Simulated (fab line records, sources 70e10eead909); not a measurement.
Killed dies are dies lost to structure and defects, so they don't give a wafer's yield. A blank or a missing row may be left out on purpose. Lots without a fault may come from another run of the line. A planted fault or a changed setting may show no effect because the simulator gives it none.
Chamber matching | flow nand_harc | NHARC_A_STAIRCASE_ETCH_444 on rie_diel-02: 4 sister chambers
The step etches the open film in C4F8/O2, target depth 20400 nm, time 6800 s. 4 wafers are shown with their chamber, then 8 later ones without.

WAFERS WITH THEIR CHAMBER
wafer  | chamber | rf_vpp_V (V)
L082.4 | 1       | 802
L084.3 | 2       | 800
L084.5 | 0       | 809
L090.4 | 3       | 805

WAFERS WITHOUT THEIR CHAMBER
wafer  | rf_vpp_V (V)
L090.5 | 799
L090.6 | 806
L091.1 | 803
L091.3 | 799
L091.5 | 802
L097.1 | 805
L097.2 | 801
L097.5 | 802

WHICH CHAMBER EACH WENT THROUGH
wafer  | from the rows above     | in truth
L090.5 | 2                       | 2
L090.6 | 3                       | 3
L091.1 | can't be placed: 1 or 3 | 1
L091.3 | 2                       | 2
L091.5 | 1                       | 1
L097.1 | 3                       | 3
L097.2 | can't be placed: 1 or 2 | 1
L097.5 | 1                       | 1
Placed correctly: 6 of 8. Can't be placed from these rows: 2 (the true chamber is among the candidates in 2). Placed wrongly: 0.
How it was worked out, from the rows above alone: a wafer's distance from a chamber is the root of the sum, over the readings, of the square of ((its reading less the chamber's mean) divided by the reading's scatter). The wafer belongs to the nearest chamber; if the next one is less than 2 further off, it can't be placed. A chamber's mean is the mean of its shown wafers. The scatter: with one shown wafer a chamber, the root of the mean of the squares of how far each hidden wafer lies from its nearest shown one.
